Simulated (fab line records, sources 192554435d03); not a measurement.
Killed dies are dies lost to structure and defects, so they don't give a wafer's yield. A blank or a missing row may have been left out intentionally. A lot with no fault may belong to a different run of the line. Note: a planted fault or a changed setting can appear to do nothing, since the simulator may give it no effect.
A lot that was struck, set against a sound lot	flow n5_finfet	14 steps out of a route of 1938
Sound: the wafers L614.1, L614.3, L614.4. Struck: wafer L620.4 (L620.5, L620.6, from the same lot, were not struck and are left out); the cause is given at the end.
Per side, at each step with rows, come the tool, then ch with its chambers, and then its first start. Under that, the readings that differ: sound wafers	struck wafers	difference of the means	sigmas: that difference in standard deviations of wafers without a fault.
alike: a reading whose means differ by less than 2 such deviations, as well as words and numbers matching on both sides. not compared: withheld readings; readings where some wafer has no value; bounds like >300 that might hide an equal value; numbers whose values overlap and for which the record gives no deviation.
Wherever a step has rows on one side only, a row that says differs or no value, or a row with sigmas, the two part there. Numbers that have no deviation but don't overlap get no sigmas and don't part them. A reading missing from all wafers of one side parts the sides only when that side holds two or more wafers.

first, 8 steps without rows for these wafers: N5_BEOL_M6_COAT_64 (time 60 s, resist thk 12 nm); N5_BEOL_M6_COAT_71 (time 60 s, resist thk 5 nm); N5_BEOL_M6_COAT_22 (resist thk 30 nm); N5_BEOL_M6_EBR_24; N5_BEOL_M6_SOFTBAKE_23 (time 60 s); N5_BEOL_M6_EXPOSE_25 (exposes mask V5, target cd 40 nm); N5_BEOL_M6_PEB_26 (peb time 60 s); N5_BEOL_M6_DEVELOP_27 (develop time 30 s).
N5_BEOL_M6_CD_MEAS_28 targets a cd of 40 nm.
  sound on cd_sem-01 ch 0, day 10 11:11; struck on cd_sem-02 ch 0, day 12 11:34
  alike: cd_nm
N5_BEOL_M6_OVL_MEAS_29:
  sound on overlay-02 ch 0, day 10 11:13; struck on overlay-02 ch 0, day 12 11:36
  alike: V5_OVL
N5_BEOL_M6_INSPECT_30: inspects for defects (brightfield).
  sound on defect_inspect-02 at day 10 11:17; struck on defect_inspect-02 at day 12 11:38
  alike: raw_defect_count
N5_BEOL_M6_DESCUM_33: chemistry O2, time 7 s.
  sound on rie_diel-04 ch 1,2,3, day 10 11:19; struck on rie_diel-04 ch 1, day 12 11:41
  alike: drypump_motor_current_A, oes_product_au, rf_vpp_V, showerhead_plenum_p_Torr, throttle_valve_pct
  not compared: rf_hours_counter_h
N5_BEOL_M6_ETCH_72: etches underlayer in N2/H2, target depth 6.5 nm, time 5.2 s.
  sound on rie_diel-04 ch 1,2,3, day 10 11:21; struck on rie_diel-04 ch 1, day 12 11:43
reading	sound	struck	difference	sigmas
etch_rf_on_time_s (s)	5.12 5.18 5.15	3.37	-1.78	-21
oes_product_au (a.u.)	0.72 0.71 0.75	0.94	+0.21	+3
  alike: drypump_motor_current_A, rf_vpp_V, showerhead_plenum_p_Torr, throttle_valve_pct
  not compared: rf_hours_counter_h
N5_BEOL_M6_ETCH_65: etches SiARC in CF4, target depth 15.6 nm, time 26 s.
  sound on rie_diel-04 ch 1,2,3, day 10 11:22; struck on rie_diel-04 ch 1, day 12 11:44
  alike: drypump_motor_current_A, etch_rf_on_time_s, oes_product_au, rf_vpp_V, showerhead_plenum_p_Torr, throttle_valve_pct
  not compared: rf_hours_counter_h

## WHERE THEY PART
N5_BEOL_M6_ETCH_72 only, going by this record. Later steps at which nothing parts them and some readings are alike: N5_BEOL_M6_ETCH_65.

WHY: what had been put in by the simulator
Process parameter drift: rie_diel-04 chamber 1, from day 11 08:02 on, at N5_BEOL_M6_ETCH_72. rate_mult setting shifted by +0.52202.
